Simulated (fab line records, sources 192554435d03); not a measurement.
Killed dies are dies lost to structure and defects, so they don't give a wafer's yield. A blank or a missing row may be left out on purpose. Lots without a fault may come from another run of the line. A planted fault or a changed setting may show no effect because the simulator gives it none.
Which tool did it? | flow n5_finfet | 21 lots, 63 wafers sampled, at 5 steps of a route of 1938

WHAT THE GAUGES READ, wafer by wafer
N5_FIN_SAQP_CD_MEAS_37: target cd 8 nm. Usual: cd_nm 8.08 nm, standard deviation 0.27.
lot  | measured    | on        | cd_nm (nm)     | flag
L074 | day 2 02:28 | cd_sem-02 | 8.20 8.43 7.81 |
L075 | day 2 08:06 | cd_sem-02 | 8.10 7.65 7.90 |
L076 | day 2 15:01 | cd_sem-03 | 8.48 8.51 7.92 |
L077 | day 2 20:21 | cd_sem-03 | 8.28 8.14 7.99 |
L078 | day 3 03:28 | cd_sem-01 | 8.12 7.78 8.14 |
L079 | day 3 09:40 | cd_sem-01 | 8.18 8.21 8.31 |
L080 | day 3 14:08 | cd_sem-01 | 8.21 8.18 8.32 |
L081 | day 3 19:59 | cd_sem-01 | 7.88 7.91 8.18 |
L083 | day 4 09:02 | cd_sem-02 | 8.20 7.55 8.55 |
L085 | day 4 20:45 | cd_sem-02 | 7.77 7.98 8.24 |
L086 | day 5 10:14 | cd_sem-02 | 8.10 8.17 7.97 |
L087 | day 5 14:46 | cd_sem-03 | 8.03 8.23 8.14 |
L088 | day 5 18:13 | cd_sem-02 | 7.97 7.69 8.49 |
L089 | day 5 20:53 | cd_sem-03 | 7.77 8.45 7.98 |
L090 | day 6 04:28 | cd_sem-02 | 8.29 8.65 8.19 |
L092 | day 6 15:26 | cd_sem-03 | 8.14 8.01 8.45 |
L093 | day 6 20:11 | cd_sem-03 | 8.41 8.27 8.10 |
L094 | day 7 02:22 | cd_sem-02 | 8.35 7.64 8.12 |
L095 | day 7 10:23 | cd_sem-03 | 8.35 8.06 8.26 |
L096 | day 7 15:29 | cd_sem-03 | 8.28 7.89 8.32 |
L097 | day 7 20:58 | cd_sem-03 | 7.96 7.82 8.45 |

N5_FIN_CUT_INSPECT_10: inspects for defects (brightfield). Usual: raw_defect_count 42, standard deviation 11.
lot  | measured    | on                | raw_defect_count | flag
L074 | day 2 03:07 | defect_inspect-01 | 25 34 50         |
L075 | day 2 08:38 | defect_inspect-01 | 36 23 37         |
L076 | day 2 15:40 | defect_inspect-02 | 51 53 38         |
L077 | day 2 22:00 | defect_inspect-02 | 36 49 43         |
L078 | day 3 03:59 | defect_inspect-01 | 65 39 37         |
L079 | day 3 10:12 | defect_inspect-02 | 49 59 58         |
L080 | day 3 14:40 | defect_inspect-02 | 37 59 33         |
L081 | day 3 20:31 | defect_inspect-02 | 21 49 32         |
L083 | day 4 09:41 | defect_inspect-02 | 27 46 48         |
L085 | day 4 21:16 | defect_inspect-01 | 25 32 41         |
L086 | day 5 10:53 | defect_inspect-02 | 43 33 24         |
L087 | day 5 15:19 | defect_inspect-01 | 54 37 61         |
L088 | day 5 18:44 | defect_inspect-02 | 45 44 54         |
L089 | day 5 21:32 | defect_inspect-01 | 42 44 31         |
L090 | day 6 05:00 | defect_inspect-02 | 53 50 54         |
L092 | day 6 15:57 | defect_inspect-02 | 36 34 42         |
L093 | day 6 20:42 | defect_inspect-02 | 49 64 44         |
L094 | day 7 02:53 | defect_inspect-01 | 22 33 24         |
L095 | day 7 11:02 | defect_inspect-02 | 33 27 39         |
L096 | day 7 16:02 | defect_inspect-01 | 39 35 41         |
L097 | day 7 21:30 | defect_inspect-02 | 42 25 56         |

WHICH TOOL RAN EACH LOT (tool, then ch and the chambers of the sampled wafers, then the start)
lot  | N5_PMOS_HMC_CHANNEL_EPI_DESCUM_14 | N5_FIN_SAQP_DESCUM_21             | N5_FIN_SAQP_ETCH_51
L074 | rie_diel-01 ch 0,1,3, day 1 17:20 | rie_diel-03 ch 0,1,3, day 1 21:43 | rie_diel-03 ch 0,1,3, day 1 21:46
L075 | rie_diel-04 ch 1,2, day 1 23:00   | rie_diel-05 ch 0,1,3, day 2 03:47 | rie_diel-05 ch 0,1,3, day 2 03:50
L076 | rie_diel-04 ch 0,2,3, day 2 06:10 | rie_diel-05 ch 1,2,3, day 2 10:50 | rie_diel-05 ch 1,2,3, day 2 10:53
L077 | rie_diel-04 ch 0,1,3, day 2 12:00 | rie_diel-06 ch 0,1,3, day 2 16:11 | rie_diel-06 ch 0,1,3, day 2 16:13
L078 | rie_diel-01 ch 0,2, day 2 17:55   | rie_diel-05 ch 1,2,3, day 2 22:10 | rie_diel-05 ch 1,2,3, day 2 22:12
L079 | rie_diel-02 ch 0,1, day 3 00:48   | rie_diel-06 ch 1,2,3, day 3 05:10 | rie_diel-06 ch 1,2,3, day 3 05:12
L080 | rie_diel-01 ch 1,2,3, day 3 05:31 | rie_diel-06 ch 1,3, day 3 10:04   | rie_diel-06 ch 1,3, day 3 10:06
L081 | rie_diel-01 ch 2,3, day 3 11:20   | rie_diel-06 ch 1,2,3, day 3 15:38 | rie_diel-06 ch 1,2,3, day 3 15:40
L083 | rie_diel-01 ch 0,1,3, day 4 00:04 | rie_diel-03 ch 0,3, day 4 04:23   | rie_diel-03 ch 0,3, day 4 04:25
L085 | rie_diel-04 ch 0,2, day 4 12:07   | rie_diel-05 ch 0,1,3, day 4 16:44 | rie_diel-05 ch 0,1,3, day 4 16:46
L086 | rie_diel-01 ch 0,1,2, day 4 17:35 | rie_diel-06 ch 2,3, day 5 00:32   | rie_diel-06 ch 2,3, day 5 00:34
L087 | rie_diel-04 ch 0,3, day 4 23:28   | rie_diel-06 ch 1,2, day 5 07:34   | rie_diel-06 ch 1,2, day 5 07:36
L088 | rie_diel-04 ch 1,2,3, day 5 05:43 | rie_diel-05 ch 0,2,3, day 5 11:07 | rie_diel-05 ch 0,2,3, day 5 11:09
L089 | rie_diel-02 ch 1,3, day 5 11:59   | rie_diel-03 ch 2,3, day 5 16:13   | rie_diel-03 ch 2,3, day 5 16:16
L090 | rie_diel-02 ch 1,3, day 5 17:30   | rie_diel-05 ch 0,2,3, day 5 23:49 | rie_diel-05 ch 0,2,3, day 5 23:52
L092 | rie_diel-02 ch 0,1, day 6 06:22   | rie_diel-03 ch 0,2, day 6 11:15   | rie_diel-03 ch 0,2, day 6 11:17
L093 | rie_diel-04 ch 0,2,3, day 6 11:16 | rie_diel-05 ch 0,2,3, day 6 15:52 | rie_diel-05 ch 0,2,3, day 6 15:55
L094 | rie_diel-02 ch 0,2,3, day 6 17:36 | rie_diel-05 ch 1,3, day 6 21:47   | rie_diel-05 ch 1,3, day 6 21:49
L095 | rie_diel-04 ch 1,2, day 6 23:26   | rie_diel-05 ch 0,2,3, day 7 04:58 | rie_diel-05 ch 0,2,3, day 7 05:00
L096 | rie_diel-01 ch 0,1,2, day 7 06:39 | rie_diel-06 ch 0,1,2, day 7 10:54 | rie_diel-06 ch 0,1,2, day 7 10:56
L097 | rie_diel-04 ch 0,1,3, day 7 11:52 | rie_diel-03 ch 1,3, day 7 16:29   | rie_diel-03 ch 1,3, day 7 16:31
- N5_PMOS_HMC_CHANNEL_EPI_DESCUM_14: chemistry O2, time 7.9 s.
- N5_FIN_SAQP_DESCUM_21: chemistry O2, time 7.9 s.
- N5_FIN_SAQP_ETCH_51: etches SiARC in CF4, target depth 45.5 nm, time 75.8 s.

WHAT THE TOOLS THEMSELVES READ (means of the sampled wafers that have a number; where no wafer has one, the mark that the record gives instead)
N5_PMOS_HMC_CHANNEL_EPI_DESCUM_14. Usual: drypump_motor_current_A 5.9 A, standard deviation 0.59; oes_product_au 0.80 a.u., standard deviation 0.089; rf_fwd_power_W 49.45 W, standard deviation 0.26; rf_vpp_V 243.0 V, standard deviation 1.3; showerhead_plenum_p_Torr 2.09 Torr, standard deviation 0.057; throttle_valve_pct 20.37 %, standard deviation 0.27.
lot  | tool        | drypump_motor_current_A (A) | oes_product_au (a.u.) | rf_fwd_power_W (W) | rf_vpp_V (V) | showerhead_plenum_p_Torr (Torr) | throttle_valve_pct (%) | flag
L074 | rie_diel-01 | 5.9                         | 0.71                  | 49.44              | 243.1        | 2.11                            | 20.46                  |
L075 | rie_diel-04 | 5.2                         | 0.73                  | 49.32              | 243.4        | 2.13                            | 20.67                  |
L076 | rie_diel-04 | 6.2                         | 0.80                  | 49.33              | 242.8        | 2.08                            | 20.28                  |
L077 | rie_diel-04 | 5.9                         | 0.77                  | 49.40              | 243.8        | 2.13                            | 20.48                  |
L078 | rie_diel-01 | 6.2                         | 0.79                  | 49.53              | 242.4        | 2.05                            | 20.11                  |
L079 | rie_diel-02 | 5.5                         | 0.73                  | 49.61              | 244.6        | 2.12                            | 20.44                  |
L080 | rie_diel-01 | 6.5                         | 0.86                  | 49.37              | 242.9        | 2.09                            | 20.24                  |
L081 | rie_diel-01 | 6.4                         | 0.79                  | 49.44              | 242.6        | 2.08                            | 20.13                  |
L083 | rie_diel-01 | 5.9                         | 0.90                  | 49.45              | 242.8        | 2.11                            | 20.28                  |
L085 | rie_diel-04 | 5.8                         | 0.76                  | 49.03              | 242.1        | 2.08                            | 20.36                  |
L086 | rie_diel-01 | 6.1                         | 0.91                  | 49.51              | 243.2        | 2.08                            | 20.21                  |
L087 | rie_diel-04 | 6.3                         | 0.77                  | 49.50              | 243.2        | 2.12                            | 20.36                  |
L088 | rie_diel-04 | 5.8                         | 0.84                  | 49.35              | 241.7        | 2.07                            | 20.38                  |
L089 | rie_diel-02 | 5.8                         | 0.74                  | 49.77              | 243.5        | 2.10                            | 20.63                  |
L090 | rie_diel-02 | 5.6                         | 0.74                  | 49.80              | 243.4        | 2.08                            | 20.35                  |
L092 | rie_diel-02 | 5.4                         | 0.74                  | 49.57              | 243.5        | 2.09                            | 20.27                  |
L093 | rie_diel-04 | 6.2                         | 0.77                  | 49.25              | 242.4        | 2.07                            | 20.34                  |
L094 | rie_diel-02 | 5.9                         | 0.79                  | 49.43              | 244.7        | 2.16                            | 20.60                  |
L095 | rie_diel-04 | 5.5                         | 0.79                  | 49.17              | 242.1        | 2.07                            | 20.44                  |
L096 | rie_diel-01 | 6.1                         | 0.87                  | 49.45              | 242.7        | 2.07                            | 20.24                  |
L097 | rie_diel-04 | 5.9                         | 0.81                  | 49.54              | 243.9        | 2.12                            | 20.43                  |

N5_FIN_SAQP_DESCUM_21. Usual: drypump_motor_current_A 5.4 A, standard deviation 0.52; oes_product_au 0.76 a.u., standard deviation 0.092; rf_fwd_power_W 49.41 W, standard deviation 0.23; rf_vpp_V 243.2 V, standard deviation 1.2; showerhead_plenum_p_Torr 2.10 Torr, standard deviation 0.055; throttle_valve_pct 20.61 %, standard deviation 0.2.
lot  | tool        | drypump_motor_current_A (A) | oes_product_au (a.u.) | rf_fwd_power_W (W) | rf_vpp_V (V) | showerhead_plenum_p_Torr (Torr) | throttle_valve_pct (%) | flag
L074 | rie_diel-03 | 5.9                         | 0.72                  | 49.21              | 242.7        | 2.11                            | 20.69                  |
L075 | rie_diel-05 | 5.7                         | 0.71                  | 49.40              | 242.9        | 2.10                            | 20.66                  |
L076 | rie_diel-05 | 5.3                         | 0.74                  | 49.48              | 243.0        | 2.10                            | 20.59                  |
L077 | rie_diel-06 | 5.3                         | 0.71                  | 49.43              | 243.9        | 2.14                            | 20.56                  |
L078 | rie_diel-05 | 5.3                         | 0.73                  | 49.35              | 243.3        | 2.10                            | 20.60                  |
L079 | rie_diel-06 | 5.1                         | 0.71                  | 49.57              | 243.7        | 2.12                            | 20.74                  |
L080 | rie_diel-06 | 5.5                         | 0.71                  | 49.78              | 243.8        | 2.12                            | 20.71                  |
L081 | rie_diel-06 | 5.1                         | 0.70                  | 49.57              | 243.3        | 2.12                            | 20.76                  |
L083 | rie_diel-03 | 6.0                         | 0.71                  | 49.07              | 243.3        | 2.09                            | 20.68                  |
L085 | rie_diel-05 | 5.7                         | 0.88                  | 49.50              | 243.1        | 2.09                            | 20.39                  |
L086 | rie_diel-06 | 4.8                         | 0.69                  | 49.58              | 242.3        | 2.12                            | 20.83                  |
L087 | rie_diel-06 | 5.5                         | 0.70                  | 49.51              | 242.1        | 2.07                            | 20.77                  |
L088 | rie_diel-05 | 5.6                         | 0.81                  | 49.49              | 242.7        | 2.05                            | 20.53                  |
L089 | rie_diel-03 | 5.6                         | 0.80                  | 49.37              | 243.9        | 2.17                            | 20.62                  |
L090 | rie_diel-05 | 5.6                         | 0.80                  | 49.50              | 241.8        | 2.05                            | 20.53                  |
L092 | rie_diel-03 | 6.0                         | 0.84                  | 48.96              | 242.9        | 2.12                            | 20.45                  |
L093 | rie_diel-05 | 5.6                         | 0.79                  | 49.35              | 242.5        | 2.05                            | 20.54                  |
L094 | rie_diel-05 | 5.7                         | 0.77                  | 49.49              | 243.8        | 2.10                            | 20.55                  |
L095 | rie_diel-05 | 5.6                         | 0.78                  | 49.49              | 242.6        | 2.05                            | 20.54                  |
L096 | rie_diel-06 | 5.3                         | 0.75                  | 49.38              | 242.8        | 2.09                            | 20.56                  |
L097 | rie_diel-03 | 5.8                         | 0.88                  | 49.43              | 242.9        | 2.09                            | 20.50                  |

N5_FIN_SAQP_ETCH_51. Usual: drypump_motor_current_A 5.4 A, standard deviation 0.51; etch_rf_on_time_s 76.8 s, standard deviation 2.5; oes_product_au 0.65 a.u., standard deviation 0.082; rf_fwd_power_W 539.6 W, standard deviation 2.4; rf_vpp_V 184.2 V, standard deviation 0.99; showerhead_plenum_p_Torr 2.14 Torr, standard deviation 0.051; throttle_valve_pct 15.72 %, standard deviation 0.23.
lot  | tool        | drypump_motor_current_A (A) | etch_rf_on_time_s (s) | oes_product_au (a.u.) | rf_fwd_power_W (W) | rf_vpp_V (V) | showerhead_plenum_p_Torr (Torr) | throttle_valve_pct (%) | flag
L074 | rie_diel-03 | 5.9                         | 78.0                  | 0.61                  | 538.4              | 184.6        | 2.15                            | 15.89                  |
L075 | rie_diel-05 | 5.7                         | 78.3                  | 0.60                  | 540.5              | 184.3        | 2.15                            | 15.87                  |
L076 | rie_diel-05 | 5.3                         | 77.2                  | 0.63                  | 540.8              | 184.8        | 2.13                            | 15.69                  |
L077 | rie_diel-06 | 5.3                         | 77.4                  | 0.60                  | 539.8              | 185.0        | 2.19                            | 15.79                  |
L078 | rie_diel-05 | 5.3                         | 77.1                  | 0.62                  | 540.7              | 184.1        | 2.13                            | 15.71                  |
L079 | rie_diel-06 | 5.1                         | 77.5                  | 0.61                  | 540.8              | 184.1        | 2.16                            | 15.87                  |
L080 | rie_diel-06 | 5.5                         | 79.7                  | 0.60                  | 541.8              | 184.3        | 2.16                            | 15.87                  |
L081 | rie_diel-06 | 5.1                         | 77.9                  | 0.60                  | 540.9              | 184.4        | 2.16                            | 15.87                  |
L083 | rie_diel-03 | 6.0                         | 78.6                  | 0.59                  | 536.8              | 185.2        | 2.16                            | 16.01                  |
L085 | rie_diel-05 | 5.7                         | 77.1                  | 0.74                  | 541.5              | 183.8        | 2.14                            | 15.56                  |
L086 | rie_diel-06 | 4.7                         | 76.7                  | 0.59                  | 540.9              | 183.8        | 2.15                            | 15.91                  |
L087 | rie_diel-06 | 5.5                         | 78.5                  | 0.58                  | 541.4              | 183.7        | 2.13                            | 15.94                  |
L088 | rie_diel-05 | 5.6                         | 76.5                  | 0.69                  | 538.9              | 183.2        | 2.10                            | 15.68                  |
L089 | rie_diel-03 | 5.6                         | 76.0                  | 0.68                  | 540.4              | 185.2        | 2.19                            | 15.64                  |
L090 | rie_diel-05 | 5.6                         | 75.8                  | 0.68                  | 537.8              | 183.2        | 2.10                            | 15.70                  |
L092 | rie_diel-03 | 6.0                         | 77.1                  | 0.72                  | 536.8              | 184.2        | 2.16                            | 15.50                  |
L093 | rie_diel-05 | 5.6                         | 76.4                  | 0.67                  | 540.4              | 183.8        | 2.10                            | 15.71                  |
L094 | rie_diel-05 | 5.8                         | 79.9                  | 0.65                  | 542.3              | 184.2        | 2.14                            | 15.66                  |
L095 | rie_diel-05 | 5.6                         | 76.5                  | 0.67                  | 538.8              | 183.5        | 2.09                            | 15.71                  |
L096 | rie_diel-06 | 5.3                         | 76.3                  | 0.65                  | 538.3              | 184.0        | 2.14                            | 15.76                  |
L097 | rie_diel-03 | 5.8                         | 75.7                  | 0.75                  | 539.5              | 184.2        | 2.12                            | 15.54                  |

THE ANSWER, worked out from the rows above alone
Rule: a lot is off if the mean of its wafers that have a number lies more than 3 standard deviations from the usual mean. A lot without any number at a reading at which 4 lots or more have one is off too. The other lots that the step has rows for count as sound. The gauges are gone through in route order, then the tools' own readings, and for those a lot's mean is taken as printed above. The first step at which some lot is off is used, and at that step the reading that is off furthest; a lot without a number counts as furthest.
No lot is off at any reading shown: from this, nothing can be told.

WHAT THE SIMULATOR HAD PUT IN
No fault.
